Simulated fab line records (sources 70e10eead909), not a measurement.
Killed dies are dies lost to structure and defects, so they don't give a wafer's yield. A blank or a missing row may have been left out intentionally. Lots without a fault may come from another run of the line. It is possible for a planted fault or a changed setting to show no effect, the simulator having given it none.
Chamber matching || flow nand_harc || 4 sister chambers for NHARC_A_STAIRCASE_TRIM_187 on rie_diel-07
The step chemistry O2, time 211.2 s. 8 wafers are shown with their chamber, then 9 later ones without.

== WAFERS PAIRED WITH THEIR CHAMBERS ==
{"wafer": "L077.1", "chamber": 0, "drypump_motor_current_A (A)": 5.6, "showerhead_plenum_p_Torr (Torr)": 3.67}
{"wafer": "L078.6", "chamber": 0, "drypump_motor_current_A (A)": 5.5, "showerhead_plenum_p_Torr (Torr)": 3.67}
{"wafer": "L081.2", "chamber": 2, "drypump_motor_current_A (A)": 6.2, "showerhead_plenum_p_Torr (Torr)": 3.44}
{"wafer": "L081.4", "chamber": 3, "drypump_motor_current_A (A)": 5.0, "showerhead_plenum_p_Torr (Torr)": 3.50}
{"wafer": "L081.5", "chamber": 1, "drypump_motor_current_A (A)": 6.3, "showerhead_plenum_p_Torr (Torr)": 3.61}
{"wafer": "L084.1", "chamber": 1, "drypump_motor_current_A (A)": 6.2, "showerhead_plenum_p_Torr (Torr)": 3.60}
{"wafer": "L084.2", "chamber": 2, "drypump_motor_current_A (A)": 6.2, "showerhead_plenum_p_Torr (Torr)": 3.44}
{"wafer": "L084.3", "chamber": 3, "drypump_motor_current_A (A)": 5.0, "showerhead_plenum_p_Torr (Torr)": 3.49}

== WAFERS WITH NO CHAMBER GIVEN ==
{"wafer": "L089.2", "drypump_motor_current_A (A)": 6.2, "showerhead_plenum_p_Torr (Torr)": 3.60}
{"wafer": "L089.4", "drypump_motor_current_A (A)": 5.0, "showerhead_plenum_p_Torr (Torr)": 3.49}
{"wafer": "L089.5", "drypump_motor_current_A (A)": 5.6, "showerhead_plenum_p_Torr (Torr)": 3.65}
{"wafer": "L090.1", "drypump_motor_current_A (A)": 6.2, "showerhead_plenum_p_Torr (Torr)": 3.43}
{"wafer": "L090.2", "drypump_motor_current_A (A)": 5.0, "showerhead_plenum_p_Torr (Torr)": 3.49}
{"wafer": "L090.3", "drypump_motor_current_A (A)": 5.5, "showerhead_plenum_p_Torr (Torr)": 3.65}
{"wafer": "L093.3", "drypump_motor_current_A (A)": 6.2, "showerhead_plenum_p_Torr (Torr)": 3.42}
{"wafer": "L093.5", "drypump_motor_current_A (A)": 6.2, "showerhead_plenum_p_Torr (Torr)": 3.42}
{"wafer": "L093.6", "drypump_motor_current_A (A)": 5.0, "showerhead_plenum_p_Torr (Torr)": 3.48}

== WHICH CHAMBER EACH WENT THROUGH ==
{"wafer": "L089.2", "from the rows above": 1, "in truth": 1}
{"wafer": "L089.4", "from the rows above": 3, "in truth": 3}
{"wafer": "L089.5", "from the rows above": 0, "in truth": 0}
{"wafer": "L090.1", "from the rows above": 2, "in truth": 2}
{"wafer": "L090.2", "from the rows above": 3, "in truth": 3}
{"wafer": "L090.3", "from the rows above": 0, "in truth": 0}
{"wafer": "L093.3", "from the rows above": 2, "in truth": 2}
{"wafer": "L093.5", "from the rows above": 2, "in truth": 2}
{"wafer": "L093.6", "from the rows above": 3, "in truth": 3}
Placed correctly: 9 of 9. Not placeable from these rows: 0. 0 placed wrongly.
How it was worked out, from the rows above alone: a wafer's distance from a chamber is the root of the sum, over the readings, of the square of ((its reading less the chamber's mean) divided by the reading's scatter). The wafer belongs to the nearest chamber; if the next one is less than 2 further off, it can't be placed. A chamber's mean is the mean of its shown wafers. The scatter is the square root of a quotient: the sum, over the shown wafers, of each reading's squared deviation from its chamber's mean, divided by wafers minus chambers.
